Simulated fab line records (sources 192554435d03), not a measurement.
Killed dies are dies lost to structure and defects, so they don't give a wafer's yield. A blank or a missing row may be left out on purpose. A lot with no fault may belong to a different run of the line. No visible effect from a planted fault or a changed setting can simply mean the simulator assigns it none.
Split-lot experiment	flow n5Finfet	on a route of 1938 steps: 7 lots, 39 wafers read

## THE SPLIT ITSELF
At N5_PASSIVATION_AL_DEP_21 (deposits Al, target thk 2800 nm, time 170 s), the setting targetThkA was moved away from the recipe's 28000 angstrom on 15 of the 39 wafers read, by -46.3% to +53.9%. This setting was run at the recipe's value on the other wafers.

The reading comes from the split's own step.

## THE READING
Al_of_PASSIVATION_AL_DEP_21.thkNm (the simulator's own value, which no gauge read), in nm, at N5_PASSIVATION_AL_DEP_21 (deposits Al, target thk 2800 nm, time 170 s). No usual value for it is given in the file. Average 2797 nm, standard deviation 36 nm, over the 24 wafers here run with the recipe.

wafer	tool, chamber at the split	targetThkA as run, angstrom	against the recipe	Al_of_PASSIVATION_AL_DEP_21.thkNm, nm	against lot-mates on the recipe
L074.1	pvdSputter-03, -	18360	-34.4%	1775	-986
L074.2	pvdSputter-03, -	18360	-34.4%	1806	-955
L074.3	pvdSputter-03, -	28000	recipe	2786	-
L074.4	pvdSputter-03, -	18360	-34.4%	1820	-941
L074.5	pvdSputter-03, -	28000	recipe	2766	-
L074.6	pvdSputter-03, -	28000	recipe	2731	-
L076.1	pvdSputter-03, -	43100	+53.9%	4329	+1518
L076.2	pvdSputter-03, -	28000	recipe	2827	-
L076.3	pvdSputter-03, -	43100	+53.9%	4327	+1516
L076.4	pvdSputter-03, -	28000	recipe	2783	-
L076.5	pvdSputter-03, -	43100	+53.9%	4340	+1529
L076.6	pvdSputter-03, -	28000	recipe	2823	-
L080.1	pvdSputter-03, -	28000	recipe	2750	-
L080.2	pvdSputter-03, -	15040	-46.3%	1513	-1275
L080.3	pvdSputter-03, -	28000	recipe	2776	-
L080.4	pvdSputter-03, -	28000	recipe	2838	-
L080.5	pvdSputter-03, -	15040	-46.3%	1472	-1316
L080.6	pvdSputter-03, -	15040	-46.3%	1467	-1321
L083.1	pvdSputter-03, -	28000	recipe	2785	-
L083.2	pvdSputter-03, -	22110	-21.0%	2155	-613
L083.3	pvdSputter-03, -	28000	recipe	2735	-
L083.4	pvdSputter-03, -	28000	recipe	2783	-
L083.5	pvdSputter-03, -	22110	-21.0%	2175	-593
L083.6	pvdSputter-03, -	22110	-21.0%	2121	-647
L085.1	pvdSputter-03, -	28000	recipe	2795	-
L085.2	pvdSputter-03, -	28000	recipe	2819	-
L085.3	pvdSputter-03, -	28000	recipe	2755	-
L085.4	pvdSputter-03, -	28000	recipe	2820	-
L085.5	pvdSputter-03, -	28000	recipe	2812	-
L085.6	pvdSputter-03, -	28000	recipe	2841	-
L089.1	pvdSputter-01, -	23190	-17.2%	2362	-488
L089.2	pvdSputter-01, -	23190	-17.2%	2351	-499
L089.3	pvdSputter-01, -	23190	-17.2%	2366	-484
L089.4	pvdSputter-01, -	28000	recipe	2856	-
L089.5	pvdSputter-01, -	28000	recipe	2859	-
L089.6	pvdSputter-01, -	28000	recipe	2835	-
L097.1	pvdSputter-01, -	28000	recipe	2816	-
L097.2	pvdSputter-01, -	28000	recipe	2785	-
L097.4	pvdSputter-01, -	28000	recipe	2757	-

FIT RESULTS
A straight line over all 39 wafers: Al_of_PASSIVATION_AL_DEP_21.thkNm changes by +28.5 nm for each +1% of targetThkA; r = +1.00; the points scatter about the line by 37 nm.
The same after taking each lot's own level away (the mean of its wafers on the recipe; 39 wafers): +28.2 nm for each +1%; r = +1.00; scatter 24 nm.
On that fit, the largest move of targetThkA shifts the reading by 1.5e+03 nm.
The lots' own levels span 2761.0 to 2850.0 nm, that is 2.5 times the standard deviation above.
The two slopes agree, so the slope changes little with the lot-to-lot level.
Check: +1.52e+03 nm against its lot-mates is what the line predicts for one of the wafers moved furthest among these (+53.9%) when that wafer is left out of the fit. It came out at +1.52e+03 nm against them.

## OTHER SPLITS ON THESE WAFERS
Note: prior to the reading, these wafers also went through further splits. Each is held against what the fit with the lots' levels taken away leaves over:
other split on the same wafers	wafers away from the commonest value	r with Al_of_PASSIVATION_AL_DEP_21.thkNm (lot level and that fit taken away)
N5_BEOL_M7_TRENCH_ETCH_37 timeS	18	-0.06
N5_BEOL_M10_ETCH_62 timeS	12	-0.05
N5_BEOL_M13_SPUTTER_43 timeS	12	-0.07

## THE FILE'S OWN FIT
Al_of_PASSIVATION_AL_DEP_21.thkNm changes by +28.2 nm for each +1% of targetThkA, r = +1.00.
